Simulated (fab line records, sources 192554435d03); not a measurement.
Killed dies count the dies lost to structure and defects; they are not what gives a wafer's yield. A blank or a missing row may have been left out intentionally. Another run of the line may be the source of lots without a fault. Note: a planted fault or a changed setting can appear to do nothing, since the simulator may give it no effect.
Struck lot and sound lot, side by side :: flow n5 finfet :: 16 steps out of a route of 1938
Sound: the wafers L714.3, L714.5, L714.6. Struck: wafer L707.6; the same lot's L707.2 was not struck, so it is left out; see the end for the cause.
At each step with rows: each side's tool, then ch and its chambers, then its first start. Under that, the readings that differ: sound wafers :: struck wafers :: difference of the means :: sigmas: that difference in standard deviations of wafers without a fault.
alike: readings whose means differ by less than 2 such deviations, and words and numbers that are the same on both sides. not compared: withheld readings, readings that some wafer has no value for, bounds like >300 that may hide the same value, and numbers for which the record gives no deviation and whose values overlap.
The two part at a step that has a row with sigmas, a row that says differs or no value, or rows on one side only. When numbers do not overlap yet have no deviation, they are printed without sigmas and do not part them. A reading that every wafer of one side lacks parts them only if that side has two wafers or more.

first, 8 steps without rows for these wafers: N5_MOL_CONTACT_COAG_COAT_63 (time 60 s, resist thk 10 nm); N5_MOL_CONTACT_COAG_COAT_64 (time 60 s, resist thk 10 nm); N5_MOL_CONTACT_COAG_COAT_34 (resist thk 40 nm); N5_MOL_CONTACT_COAG_EBR_36; N5_MOL_CONTACT_COAG_SOFTBAKE_35 (time 60 s); N5_MOL_CONTACT_COAG_EXPOSE_37 (exposes mask VD, defocus 0 nm); N5_MOL_CONTACT_COAG_PEB_38 (peb time 60 s); N5_MOL_CONTACT_COAG_DEVELOP_39 (develop time 30 s).
N5_MOL_CONTACT_COAG_CD_MEAS_40: target cd 25.1 nm.
  sound on cd sem-01 ch 0, day 10 10:18; struck on cd sem-01 ch 0, day 8 19:58
  alike: cd nm
N5_MOL_CONTACT_COAG_OVL_MEAS_41:
  sound on overlay-01 ch 0, day 10 10:20; struck on overlay-01 ch 0, day 8 20:01
  alike: VD_OVL
N5_MOL_CONTACT_COAG_INSPECT_42: inspects for defects (brightfield).
  sound: defect inspect-01 at day 10 10:23; struck: defect inspect-01 at day 8 20:04
  alike: raw defect count
N5_MOL_CONTACT_COAG_DESCUM_45: chemistry O2, time 7 s.
  sound on rie diel-02 ch 2,3, day 10 10:42; struck on rie diel-05 ch 0, day 8 20:16
  alike: drypump motor current A, oes product au, rf vpp V, showerhead plenum p Torr, throttle valve pct
  not compared: rf hours counter h
N5_MOL_CONTACT_COAG_ETCH_65: etches underlayer in N2/H2, target depth 13 nm, time 10.4 s.
  sound on rie diel-02 ch 2,3, day 10 10:44; struck on rie diel-05 ch 0, day 8 20:17
reading: etch rf on time s (s)
sound: 9.9 9.9 10.3
struck: 5.9
difference: -4.1
sigmas: -9

reading: oes product au (a.u.)
sound: 0.69 0.69 0.61
struck: 0.88
difference: +0.22
sigmas: +3
  alike: drypump motor current A, rf vpp V, showerhead plenum p Torr, throttle valve pct
  not compared: rf hours counter h
N5_MOL_CONTACT_COAG_ETCH_66: etches SiARC in CF4, target depth 13 nm, time 21.7 s.
  sound on rie diel-02 ch 2,3, day 10 10:45; struck on rie diel-05 ch 0, day 8 20:19
  alike: drypump motor current A, etch rf on time s, oes product au, rf vpp V, showerhead plenum p Torr, throttle valve pct
  not compared: rf hours counter h
-- record jumps: 4 days separate the struck wafers' starts on either side; left off in module MOL_CONTACT_COAG, taken up again in module BEOL_M4, whose first shown step is the route's number 1111 --
N5_BEOL_M4_RC_MEAS_101:
  sound on prober-02 ch 0, day 14 23:23; struck on prober-01 ch 0, day 13 06:39
  alike: DIBL_N, DIBL_P, IOFF_N, IOFF_P, ION_N, ION_P, SS_N, SS_P, VT_N, VT_P
-- here the record skips 5 days between the struck wafers' starts before and after, leaving off in module BEOL_M4 and picking up in module PASSIVATION (first step shown: number 1936 of the route) --
N5_PASSIVATION_PROBE_49:
  sound: prober-01 at day 19 16:16; struck: prober-01 at day 18 01:05
reading: killed at contacts
sound: 14 34 14
struck: 8
difference: -13
sigmas: -2
  alike: defect limited yield, killed_at_M0_to_M3, killed_at_M4_up, killed at front end, killed at other, killed dies, killed open, killed short, sort_bin_4_leakage, sort_bin_5_function, sort_bin_6_memory, sort_bin_8_speed, sort n pass, sort yield pct

== WHERE THEY PART ==
First at N5_MOL_CONTACT_COAG_ETCH_65; last, within this record, at N5_PASSIVATION_PROBE_49.

WHY: what the simulator had put in
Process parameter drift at N5_MOL_CONTACT_COAG_ETCH_65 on rie diel-05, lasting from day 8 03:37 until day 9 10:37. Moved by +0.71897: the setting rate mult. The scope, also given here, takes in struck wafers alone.
